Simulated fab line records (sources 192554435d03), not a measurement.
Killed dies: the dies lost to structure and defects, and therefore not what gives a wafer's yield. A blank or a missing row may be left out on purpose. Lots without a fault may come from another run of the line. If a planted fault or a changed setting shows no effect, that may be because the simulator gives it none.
Which of the tools did it? | flow n5-finfet | 39 wafers from 13 lots sampled at 2 of the route's 1938 steps

== WHAT EACH GAUGE READ, for each wafer ==
N5_PASSIVATION_CD_MEAS_10: the cd target is 3000 nm.
lot  | measured     | on        | cd-nm (nm)
L188 | day 11 21:23 | cd-sem-03 | 2999.8 3002.5 3002.7
L190 | day 13 02:32 | cd-sem-02 | 3001.3 3001.3 3005.8
L191 | day 13 05:19 | cd-sem-02 | 3003.6 2999.3 2997.3
L192 | day 13 02:16 | cd-sem-03 | 2999.9 2997.5 3000.5
L193 | day 15 17:11 | cd-sem-03 | 2999.7 3000.8 3001.6
L195 | day 14 11:42 | cd-sem-02 | 3002.8 2998.4 3004.0
L197 | day 15 12:23 | cd-sem-02 | 2999.4 3001.2 3001.5
L203 | day 17 06:44 | cd-sem-01 | 2996.0 3002.3 3003.4
L204 | day 17 07:01 | cd-sem-03 | 3003.2 3000.4 3001.5
L206 | day 18 17:20 | cd-sem-02 | 3001.8 2999.3 2998.5
L208 | day 18 20:23 | cd-sem-01 | 3002.1 3003.6 3000.5
L209 | day 18 20:13 | cd-sem-03 | 2999.4 3000.9 3002.7
L211 | day 18 21:37 | cd-sem-01 | 3004.3 3000.0 3001.9

== WHAT TOOL EACH LOT RAN ON (gives the tool, then ch and the chambers of the sampled wafers, and finally the start) ==
lot  | N5_PMOS_HMC_CHANNEL_EPI_PRECLEAN_18
L188 | wet-bench-06 ch 1,5,6, day 1 19:47
L190 | wet-bench-02 ch 0,1,7, day 2 05:50
L191 | wet-bench-02 ch 2,4,5, day 2 12:11
L192 | wet-bench-05 ch 0,6,7, day 2 18:56
L193 | wet-bench-02 ch 1,5,6, day 3 00:50
L195 | wet-bench-02 ch 1,3,6, day 3 11:46
L197 | wet-bench-05 ch 0,2,7, day 4 00:23
L203 | wet-bench-06 ch 1,2,3, day 5 13:28
L204 | wet-bench-06 ch 0,1,2, day 5 18:47
L206 | wet-bench-05 ch 1,2,6, day 6 08:08
L208 | wet-bench-05 ch 0,5,6, day 6 17:48
L209 | wet-bench-06 ch 2,3,4, day 7 00:32
L211 | wet-bench-02 ch 2,3,4, day 7 12:31
- N5_PMOS_HMC_CHANNEL_EPI_PRECLEAN_18: cleans in DHF, time 30 s.

== AS READ BY THE TOOLS THEMSELVES (means over the sampled wafers that have a number; for cases with no such wafer, the mark the record gives instead) ==
The record holds no such reading with a usual standard deviation.

== THE ANSWER, worked out from the rows above alone ==
Rule: usual is defined by the lots themselves. Put in order of their means at a reading, lots are off if they are a third of the lots or fewer, leave a main group of 4 or more, and stand apart from it by a gap of 3 or more times the standard deviation of the main group's means; of several such gaps the widest counts. The tables above print the reading to a certain number of digits; a main group whose means all agree to those digits is not used. A lot without any number at a reading at which 4 lots or more have one is off too. Any other lot the step has rows for is counted as sound. After the gauges, taken in route order, come the tools' own readings; for these a lot's mean is taken, as printed above. At the first step where some lot is off, the reading lying furthest off is the one used; lots without a number count as furthest.
Nothing can be told from this: no lot is off at any reading shown.

== WHAT THE SIMULATOR HAD INSERTED ==
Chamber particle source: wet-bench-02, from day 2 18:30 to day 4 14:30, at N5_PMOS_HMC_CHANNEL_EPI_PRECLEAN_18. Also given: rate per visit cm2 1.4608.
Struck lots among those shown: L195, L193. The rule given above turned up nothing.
